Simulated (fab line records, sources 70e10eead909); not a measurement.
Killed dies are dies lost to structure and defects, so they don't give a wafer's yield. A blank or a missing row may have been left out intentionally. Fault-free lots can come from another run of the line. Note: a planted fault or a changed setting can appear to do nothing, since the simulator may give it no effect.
fab line records	flow nand_harc
record lots=14	wafers=42	last_day=25
route steps=1159 shown A_SOURCE_PLATE@423 A_ONON_D1@425 END@1159
lots that met no fault: from a run of the same line without faults
start_h: the number of hours between the record's first day and the start of the first shown wafer of the lot	wait_h: how many hours have passed since the lot's step before this one	" the same as in the row above	L1.1+2: one row covering several wafers at once	- either no value or no given start	* or withheld: withheld	< > ~ a bound
route shown NAME@n: names a module that has steps shown in the file, with the first one's number in the route	usual: average and standard deviation across the fault-free wafers	same: alike in all rows	chamber/n: place in a boat	sites: per-site readings	_std_site: standard deviation across them	_edge_site: mean of outer sites minus mean of inner sites	radius_mm: for every site, how far away it sits from the centre of the wafer	mask NAME#n: copy n	behind: the most recent tool/chamber to have shaped the wafer	hold: why the lot went on hold/how many hours it stayed there/how the hold came to an end	device: the transistor (n, p or np) that didn't switch	end of line: tests run on the same wafers once the route is complete	a step given without rows: its recipe and nothing more	killed: not the wafer's yield, but the dies lost to structure and defects at the first sort	map: a wafer's dies, x killed, . not, _ none there
set.NAME: the setting the step ran with; set.NAME@STEP: the setting that earlier step ran with	model.NAME: the simulator's own value behind a step, which no gauge read
route steps across a sampled set of lots; one table per step, one row per wafer
services: from which hour (start_h, from the record's first day; less than 0 if before it) a tool's chamber was out of use, for how many hours, and why
## steps
# step NHARC_A_SOURCE_PLATE_INSPECT_08
# usual raw_defect_count=60/32
lot.wafer	tool	chamber	start_h	wait_h	raw_defect_count
L705.1	defect_inspect-01	-	166.47	0.0	78
L705.2	"	-	"	"	47
L705.3	"	-	"	"	68
L706.1	defect_inspect-02	-	166.50	0.0	84
L706.2	"	-	"	"	117
L706.3	"	-	"	"	44
L708.1	defect_inspect-01	-	166.52	0.1	27
L708.3	"	-	"	"	40
L708.6	"	-	"	"	42
L707.1	defect_inspect-02	-	172.26	0.0	102
L707.4	"	-	"	"	49
L707.6	"	-	"	"	65
L710.1	defect_inspect-02	-	178.43	0.0	49
L710.2	"	-	"	"	52
L710.6	"	-	"	"	46
L712.2	defect_inspect-02	-	200.75	0.0	52
L712.3	"	-	"	"	40
L712.4	"	-	"	"	39
L711.1	defect_inspect-02	-	200.77	0.0	61
L711.3	"	-	"	"	46
L711.4	"	-	"	"	82
L713.1	defect_inspect-01	-	200.78	0.0	53
L713.3	"	-	"	"	41
L713.5	"	-	"	"	43
L714.1	defect_inspect-01	-	210.94	0.0	30
L714.3	"	-	"	"	33
L714.4	"	-	"	"	47
L720.3	defect_inspect-02	-	234.09	0.0	41
L720.5	"	-	"	"	53
L720.6	"	-	"	"	43
L717.3	defect_inspect-02	-	234.10	0.0	54
L717.4	"	-	"	"	43
L717.6	"	-	"	"	69
L719.1	defect_inspect-01	-	245.32	0.0	69
L719.2	"	-	"	"	52
L719.4	"	-	"	"	34
L726.1	defect_inspect-02	-	283.01	0.0	79
L726.2	"	-	"	"	56
L726.4	"	-	"	"	22
L728.1	defect_inspect-02	-	294.08	0.0	81
L728.2	"	-	"	"	62
L728.5	"	-	"	"	49
# step NHARC_A_ONON_D1_THK_MEAS_02
# recipe thk_meas_gauge=ellipsometry
# usual thk_nm=1000/9.3
lot.wafer	tool	chamber	start_h	wait_h	thk_nm
L705.1	film_metro-01	-	167.06	-	1006
L705.2	"	-	"	"	1006
L705.3	"	-	"	"	1006
L706.1	film_metro-02	-	167.07	-	1003
L706.2	"	-	"	"	1003
L706.3	"	-	"	"	1002
L708.1	film_metro-01	-	167.11	-	997
L708.3	"	-	"	"	996
L708.6	"	-	"	"	996
L707.1	film_metro-01	-	172.84	-	997
L707.4	"	-	"	"	997
L707.6	"	-	"	"	996
L710.1	film_metro-02	-	179.01	-	1018
L710.2	"	-	"	"	1021
L710.6	"	-	"	"	1021
L712.2	film_metro-01	-	201.34	-	1003
L712.3	"	-	"	"	1002
L712.4	"	-	"	"	1002
L711.1	film_metro-02	-	201.35	-	1008
L711.3	"	-	"	"	1010
L711.4	"	-	"	"	1008
L713.1	film_metro-02	-	201.69	-	1011
L713.3	"	-	"	"	1010
L713.5	"	-	"	"	1011
L714.1	film_metro-02	-	211.52	-	1005
L714.3	"	-	"	"	1007
L714.4	"	-	"	"	1006
L720.3	film_metro-02	-	234.66	-	998
L720.5	"	-	"	"	999
L720.6	"	-	"	"	999
L717.3	film_metro-01	-	234.68	-	1014
L717.4	"	-	"	"	1015
L717.6	"	-	"	"	1014
L719.1	film_metro-01	-	246.15	-	986
L719.2	"	-	"	"	987
L719.4	"	-	"	"	987
L726.1	film_metro-01	-	283.59	-	993
L726.2	"	-	"	"	995
L726.4	"	-	"	"	994
L728.1	film_metro-02	-	294.65	-	994
L728.2	"	-	"	"	995
L728.5	"	-	"	"	993
# step NHARC_A_ONON_D1_THK_MEAS_18
# recipe thk_meas_gauge=ellipsometry
# usual thk_nm=997/11
lot.wafer	tool	chamber	start_h	wait_h	thk_nm
L705.1	film_metro-01	-	177.42	-	991
L705.2	"	-	"	"	991
L705.3	"	-	"	"	991
L708.1	film_metro-02	-	177.42	-	982
L708.3	"	-	"	"	983
L708.6	"	-	"	"	982
L706.1	film_metro-02	-	177.43	-	1000
L706.2	"	-	"	"	1001
L706.3	"	-	"	"	1003
L707.1	film_metro-01	-	184.85	-	1003
L707.4	"	-	"	"	1005
L707.6	"	-	"	"	1003
L710.1	film_metro-01	-	188.66	-	993
L710.2	"	-	"	"	993
L710.6	"	-	"	"	994
L713.1	film_metro-02	-	211.73	-	996
L713.3	"	-	"	"	995
L713.5	"	-	"	"	998
L712.2	film_metro-01	-	211.73	-	1005
L712.3	"	-	"	"	1005
L712.4	"	-	"	"	1005
L711.1	film_metro-02	-	211.87	-	1005
L711.3	"	-	"	"	1005
L711.4	"	-	"	"	1005
L714.1	film_metro-02	-	221.79	-	1013
L714.3	"	-	"	"	1012
L714.4	"	-	"	"	1016
L720.3	film_metro-02	-	244.04	-	1001
L720.5	"	-	"	"	999
L720.6	"	-	"	"	1000
L717.3	film_metro-01	-	244.40	-	1010
L717.4	"	-	"	"	1009
L717.6	"	-	"	"	1009
L719.1	film_metro-01	-	258.59	-	1000
L719.2	"	-	"	"	998
L719.4	"	-	"	"	1000
L726.1	film_metro-01	-	292.97	-	987
L726.2	"	-	"	"	986
L726.4	"	-	"	"	986
L728.1	film_metro-02	-	304.93	-	993
L728.2	"	-	"	"	993
L728.5	"	-	"	"	993
# step NHARC_A_ONON_D1_DEP_19
# recipe target_thk_a=10000	n2_flow_sccm=2750	n2o_flow_sccm=2000	nh3_flow_sccm=500	sih4_flow_sccm=210	temp_c=400
lot.wafer	tool	chamber	start_h	wait_h
L705.1+2+3	pecvd_onon-01	0	177.47	0.1
L708.1+3+6	pecvd_onon-03	0	177.48	0.1
L706.1+2+3	pecvd_onon-04	0	177.48	0.1
L707.1+4+6	pecvd_onon-01	0	184.90	0.1
L710.1+2+6	pecvd_onon-01	0	188.71	0.1
L713.1+3+5	pecvd_onon-04	0	211.78	0.1
L712.2+3+4	pecvd_onon-01	0	211.84	0.1
L711.1+3+4	pecvd_onon-03	0	211.93	0.1
L714.1+3+4	pecvd_onon-01	0	221.84	0.1
L720.3+5+6	pecvd_onon-01	0	244.35	0.3
L717.3+4+6	pecvd_onon-01	0	244.70	0.3
L719.1+2+4	pecvd_onon-04	0	258.65	0.1
L726.1+2+4	pecvd_onon-04	0	293.03	0.1
L728.1+2+5	pecvd_onon-03	0	304.99	0.1
# step NHARC_A_ONON_D1_THK_MEAS_21
# recipe thk_meas_gauge=ellipsometry
# usual thk_nm=1002/11
lot.wafer	tool	chamber	start_h	wait_h	thk_nm
L705.1	film_metro-01	-	177.99	-	997
L705.2	"	-	"	"	995
L705.3	"	-	"	"	997
L706.1	film_metro-01	-	177.99	-	1004
L706.2	"	-	"	"	1002
L706.3	"	-	"	"	1001
L708.1	film_metro-02	-	178.01	-	986
L708.3	"	-	"	"	985
L708.6	"	-	"	"	984
L707.1	film_metro-01	-	185.41	-	987
L707.4	"	-	"	"	985
L707.6	"	-	"	"	988
L710.1	film_metro-02	-	189.22	-	992
L710.2	"	-	"	"	992
L710.6	"	-	"	"	992
L713.1	film_metro-02	-	212.29	-	996
L713.3	"	-	"	"	996
L713.5	"	-	"	"	996
L712.2	film_metro-01	-	212.30	-	990
L712.3	"	-	"	"	990
L712.4	"	-	"	"	989
L711.1	film_metro-01	-	212.44	-	995
L711.3	"	-	"	"	993
L711.4	"	-	"	"	995
L714.1	film_metro-02	-	222.36	-	1017
L714.3	"	-	"	"	1020
L714.4	"	-	"	"	1019
L720.3	film_metro-01	-	244.75	-	1568
L720.5	"	-	"	"	1570
L720.6	"	-	"	"	1569
L717.3	film_metro-02	-	245.10	-	1598
L717.4	"	-	"	"	1598
L717.6	"	-	"	"	1598
L719.1	film_metro-01	-	259.18	-	1007
L719.2	"	-	"	"	1006
L719.4	"	-	"	"	1005
L726.1	film_metro-02	-	293.54	-	1011
L726.2	"	-	"	"	1011
L726.4	"	-	"	"	1012
L728.1	film_metro-02	-	305.49	-	997
L728.2	"	-	"	"	995
L728.5	"	-	"	"	997
# step NHARC_END_SORT_01
# recipe temp_c=25
# usual killed_at_array=25/9.2	killed_at_other=0.9/1.3	killed_at_periphery=3.3/2.3	killed_dies=29/9.6	killed_open=3.2/1.8	killed_short=2/1.4
# same gross_dies=677
lot.wafer	tool	chamber	start_h	wait_h	killed_at_array	killed_at_other	killed_at_periphery	killed_dies	killed_open	killed_short
L712.2	prober-02	0	471.06	2.8	33	0	1	34	4	1
L712.3	prober-02	0	471.86	3.1	38	0	0	38	3	1
L712.4	prober-02	0	472.66	3.4	37	0	1	38	6	1
L711.1	prober-01	0	475.49	2.5	15	0	1	16	2	0
L711.3	prober-01	0	477.07	3.1	23	0	4	27	2	5
L711.4	prober-01	0	477.86	3.4	24	0	4	28	1	1
L717.3	prober-02	0	521.66	3.1	673	0	4	677	2	3
L717.4	prober-02	0	522.46	3.4	674	0	3	677	2	1
L717.6	prober-02	0	524.04	4.0	673	0	4	677	3	2
L720.3	prober-01	0	531.11	3.1	669	4	4	677	9	1
L720.5	prober-01	0	532.71	3.7	672	1	4	677	2	2
L720.6	prober-01	0	533.52	4.0	669	4	4	677	4	2
# killed by level:class
L712.2 A_CHANNEL_HOLE_D1:chamber_film_flake=14 A_SLIT:chamber_film_flake=7 A_STAIRCASE:chamber_film_flake=4 A_CONTACT:chamber_film_flake=3 A_CONTACT:geometric_particle:open=2 P_M0:geometric_particle:open=1 A_CHANNEL_HOLE_D1:geometric_particle:short=1 A_M0:geometric_particle:open=1
L712.3 A_CHANNEL_HOLE_D1:chamber_film_flake=17 A_SLIT:chamber_film_flake=9 A_CONTACT:chamber_film_flake=5 A_CONTACT:geometric_particle:open=2 A_STAIRCASE:chamber_film_flake=2 A_STAIRCASE:geometric_particle:open=1 A_M0:geometric_particle:short=1 A_BONDPAD:chamber_film_flake=1
L712.4 A_CHANNEL_HOLE_D1:chamber_film_flake=12 A_STAIRCASE:chamber_film_flake=7 A_SLIT:chamber_film_flake=6 A_CONTACT:chamber_film_flake=4 A_CHANNEL_FILL_D1:geometric_particle:open=2 P_M0:geometric_particle:open=1 A_SOURCE_PLATE:geometric_particle:open=1 A_ONON_D1:geometric_particle:open=1
L711.1 A_CHANNEL_HOLE_D1:chamber_film_flake=8 A_STAIRCASE:chamber_film_flake=4 A_SOURCE_PLATE:geometric_particle:open=1 A_CONTACT:geometric_particle:open=1 P_STI:chamber_film_flake=1 A_CONTACT:chamber_film_flake=1
L711.3 A_CHANNEL_HOLE_D1:chamber_film_flake=13 A_STAIRCASE:chamber_film_flake=4 P_CONTACT:geometric_particle:short=1 P_M0:geometric_particle:short=1 A_CHANNEL_HOLE_D1:geometric_particle:short=1 A_SGD_CUT:geometric_particle:short=1 A_BLC:geometric_particle:open=1 A_BLC:geometric_particle:short=1
L711.4 A_CHANNEL_HOLE_D1:chamber_film_flake=18 A_STAIRCASE:chamber_film_flake=3 P_STI:chamber_film_flake=2 A_CHANNEL_FILL_D1:geometric_particle:short=1 A_M0:geometric_particle:open=1 P_GATE:chamber_film_flake=1 P_M1:chamber_film_flake=1 A_ZERO_WELL:chamber_film_flake=1
L717.3 A_ONON_D1:area_dep=642 A_CHANNEL_HOLE_D1:chamber_film_flake=15 A_CHANNEL_FILL_D1:chamber_film_flake=4 A_STAIRCASE:chamber_film_flake=3 A_WL_FILL:chamber_film_flake=3 P_M0:geometric_particle:open=2 P_ZERO_WELL:chamber_film_flake=2 A_ZERO_WELL:chamber_film_flake=2
L717.4 A_ONON_D1:area_dep=647 A_CHANNEL_HOLE_D1:chamber_film_flake=12 A_STAIRCASE:chamber_film_flake=6 A_CONTACT:chamber_film_flake=3 P_ZERO_WELL:chamber_film_flake=2 A_WL_FILL:chamber_film_flake=2 A_ONON_D1:geometric_particle:short=1 A_CONTACT:geometric_particle:open=1
L717.6 A_ONON_D1:area_dep=639 A_CHANNEL_HOLE_D1:chamber_film_flake=15 A_CHANNEL_FILL_D1:chamber_film_flake=4 A_STAIRCASE:chamber_film_flake=4 A_CONTACT:chamber_film_flake=3 A_ZERO_WELL:chamber_film_flake=3 P_ZERO_WELL:chamber_film_flake=2 P_CONTACT:geometric_particle:open=1
L720.3 A_ONON_D1:area_dep=657 THIN_TSV:chamber_film_flake=3 A_CONTACT:geometric_particle:open=2 A_CHANNEL_HOLE_D1:chamber_film_flake=2 A_CONTACT:chamber_film_flake=2 P_CONTACT:geometric_particle:open=1 P_M0:geometric_particle:open=1 A_SOURCE_PLATE:geometric_particle:open=1
L720.5 A_ONON_D1:area_dep=662 A_CHANNEL_HOLE_D1:chamber_film_flake=6 P_M1:geometric_particle:open=1 P_M2:geometric_particle:open=1 P_M2:geometric_particle:short=1 A_WL_FILL:geometric_particle:short=1 P_STI:chamber_film_flake=1 A_STAIRCASE:chamber_film_flake=1
L720.6 A_ONON_D1:area_dep=656 THIN_TSV:chamber_film_flake=4 A_WL_FILL:geometric_particle:open=2 A_CHANNEL_HOLE_D1:chamber_film_flake=2 A_CHANNEL_FILL_D1:chamber_film_flake=2 A_STAIRCASE:chamber_film_flake=2 P_GATE:geometric_particle:short=1 P_GATE:geometric_particle:open=1
## services
tool	chamber	start_h	hours	kind
pecvd_onon-01	-	195.00	13.0	pm
pecvd_onon-04	-	237.00	13.0	pm
## key
first_sign step=NHARC_A_ONON_D1_THK_MEAS_21	reading=thk_nm	direction=up	sigmas=52	usual=1002	struck=1583
effect step=NHARC_END_SORT_01	reading=killed_at_array	direction=up	sigmas=70	usual=25	struck=672
more_kills_born_at NHARC_A_ONON_D1_DEP_19@pecvd_onon-01=3903
met_at NHARC_A_ONON_D1_DEP_19
struck_lots L717,L720
later_rows_left_out L717.3,L717.4,L717.6,L720.3,L720.5,L720.6
tester_left_out L717,L720
not_acting_at NHARC_A_SOURCE_PLATE_INSPECT_08,NHARC_A_ONON_D1_THK_MEAS_02,NHARC_A_ONON_D1_THK_MEAS_18
onset_between 221.84 244.35
fault kind=process_parameter_drift	tool=pecvd_onon-01	chamber=-	onset_h=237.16	steps=NHARC_A_ONON_D1_DEP_19	channel=target_thk_a	offset=*	shape=step	end_h=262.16	acts_in=*	stated=*
# tester_left_out: of these lots the tester's yield and bins aren't shown, on N5 and GAA mostly nor the transistor test; their killed dies are dies lost to structure and defects alone, not to doping, threshold or leakage, so they don't give the yield
# later_rows_left_out: the simulator's readings of these wafers behind a module that went badly wrong aren't trusted and aren't shown, but for the sort
